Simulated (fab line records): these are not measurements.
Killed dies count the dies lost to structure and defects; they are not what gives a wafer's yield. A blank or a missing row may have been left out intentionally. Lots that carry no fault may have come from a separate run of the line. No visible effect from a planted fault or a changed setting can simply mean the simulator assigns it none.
Shared-tool check    flow nand-harc    Sample size 2 lots and 6 wafers

== WHY THIS WAS OPENED ==
Flagged at NHARC_END_SORT_01: reading sort_bin_2_pct, on 1 of 2 lots. Wafers without a fault read 3.0 %, standard deviation 1.4.
Rule: a lot gets a flag if all its wafers with a number sit over 4 standard deviations from that mean, or if no wafer of it has a number. As for the other lots, they are considered sound.

lot   measured      on         sort_bin_2_pct (%), wafer by wafer  flag
L893  day 27 18:29  prober-01  6.4 5.8 5.9                         
L898  day 30 09:29  prober-01  88.5 89.2 89.4                      FLAGGED
Average over the flagged lots: 89.0 %; offset from the usual +86.0 %, equal to +61 standard deviations.

== WHICH TOOL RAN EACH LOT ==
4 process steps preceding the reading are held in the record, out of 1302 steps in the route. Each cell gives the tool, then ch followed by the chambers the sampled wafers passed through, then the start.
lot   flag     NHARC_A_BLC_DEGAS_30          NHARC_A_BLC_ALD_23                   NHARC_A_M0_STRIP_18                 NHARC_A_M0_PVD_21
L893           pvd-sputter-02, day 26 01:28  ald-metal-04 ch 0,1,3, day 26 01:44  rie-diel-08 ch 1,2, day 26 04:14    pvd-sputter-03, day 27 18:29 or earlier
L898  FLAGGED  pvd-sputter-02, day 28 17:30  ald-metal-01 ch 0,2,3, day 28 17:46  rie-diel-09 ch 0,1,2, day 28 20:23  pvd-sputter-01, day 30 09:29 or earlier
What is done by these steps:
- NHARC_A_BLC_DEGAS_30: time 60 s.
- NHARC_A_BLC_ALD_23: deposits TiN, target thk 3 nm, pulse time 1 s, ald cycles 150.
- NHARC_A_M0_STRIP_18: strips in N2/H2.
- NHARC_A_M0_PVD_21: deposits Cu, target thk 30 nm, time 20.49 s.
- NHARC_END_SORT_01

== FLAGGED AGAINST TOTAL, ONE TOOL AT A TIME (gauges that did the reading follow at the end) ==
step                  tool            lots run  flagged  share of the flagged lots  sound lots run after its first flagged lot
NHARC_A_BLC_DEGAS_30  pvd-sputter-02  2         1        all                        0
NHARC_A_BLC_ALD_23    ald-metal-01    1         1        all                        0
NHARC_A_BLC_ALD_23    ald-metal-04    1         0        none                       -
NHARC_A_M0_STRIP_18   rie-diel-08     1         0        none                       -
NHARC_A_M0_STRIP_18   rie-diel-09     1         1        all                        0
NHARC_A_M0_PVD_21     pvd-sputter-01  1         1        all                        0
NHARC_A_M0_PVD_21     pvd-sputter-03  1         0        none                       -
NHARC_END_SORT_01     prober-01       2         1        all                        0
Because NHARC_A_M0_PVD_21 lacks a start for some lots, the hours and order of its lots are taken from NHARC_END_SORT_01.

== WHAT THE TABLE ALLOWS ==
5 rows of the table ran every flagged lot: pvd-sputter-02 at NHARC_A_BLC_DEGAS_30, ald-metal-01 at NHARC_A_BLC_ALD_23, rie-diel-09 at NHARC_A_M0_STRIP_18, pvd-sputter-01 at NHARC_A_M0_PVD_21, prober-01 at NHARC_END_SORT_01.
- pvd-sputter-02 at NHARC_A_BLC_DEGAS_30 ran 2 lots, 1 of them flagged. Its last sound lot is L893 (day 26 01:28), its first flagged lot L898 (day 28 17:30): a fault that began between those two fits.
- ald-metal-01 at NHARC_A_BLC_ALD_23: 1 of its 1 lot flagged. With no sound lot run before its first flagged lot in this sample, there is nothing to narrow down the start.
- rie-diel-09 at NHARC_A_M0_STRIP_18: 1 of its 1 lot flagged. With no sound lot run before its first flagged lot in this sample, there is nothing to narrow down the start.
- pvd-sputter-01 at NHARC_A_M0_PVD_21: 1 of its 1 lot flagged. With no sound lot run before its first flagged lot in this sample, there is nothing to narrow down the start.
- prober-01 at NHARC_END_SORT_01 ran 2 lots, 1 of them flagged. Its last sound lot is L893 (day 27 18:29), its first flagged lot L898 (day 30 09:29): a fault that began between those two fits.
These 5 tools cannot be told apart by counting lots, since each of them fits a fault that started at some hour. More lots, or a look at what each step does to the wafer, might.

== WHAT THE SIMULATOR HAD PUT IN ==
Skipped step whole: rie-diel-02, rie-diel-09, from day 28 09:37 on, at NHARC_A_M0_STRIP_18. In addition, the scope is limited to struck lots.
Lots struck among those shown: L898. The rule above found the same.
